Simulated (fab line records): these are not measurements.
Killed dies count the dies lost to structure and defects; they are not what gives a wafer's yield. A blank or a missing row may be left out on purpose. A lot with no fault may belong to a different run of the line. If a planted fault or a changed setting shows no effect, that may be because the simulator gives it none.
Chamber matching    flow nand_harc    NHARC_A_CHANNEL_FILL_D1_ALD_16 on ald_hk-04 has 4 sister chambers
The step deposits SiO2, target thk 1.5 nm, pulse time 10 s, ald cycles 15. 8 wafers are shown with their chamber, then 7 later ones without.

## EACH WAFER AND ITS CHAMBER
wafer   chamber  heater_power_outer_w (W)  heater_power_w (W)
L128.2  0        273                       464
L137.2  2        233                       441
L137.4  3        241                       455
L144.1  0        276                       452
L144.2  1        277                       480
L144.4  2        234                       439
L145.1  3        249                       441
L145.2  1        274                       479

## WAFERS WITH NO CHAMBER GIVEN
wafer   heater_power_outer_w (W)  heater_power_w (W)
L145.4  230                       443
L146.2  244                       460
L146.4  261                       471
L146.5  274                       457
L148.2  275                       461
L148.4  243                       463
L148.6  269                       489

## WHICH CHAMBER EACH ONE RAN IN
wafer   from the rows above           in truth
L145.4  2                             2
L146.2  3                             3
L146.4  can't be placed: 0 or 1 or 3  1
L146.5  0                             0
L148.2  0                             0
L148.4  3                             3
L148.6  1                             1
Placed correctly: 6 of 7. Can't be placed from these rows: 1 (the true chamber is among the candidates in 1). 0 placed wrongly.
How it was worked out, from the rows above alone: a wafer's distance from a chamber is the root of the sum, over the readings, of the square of ((its reading less the chamber's mean) divided by the reading's scatter). If the next closest chamber is less than 2 further off than the closest, the wafer can't be placed; otherwise it belongs to the closest. Each chamber's mean is taken over the wafers shown for it. How the scatter is found: for the shown wafers, subtract from each reading the mean of its chamber, square and add these, divide the total by (wafers less chambers), then take the root.
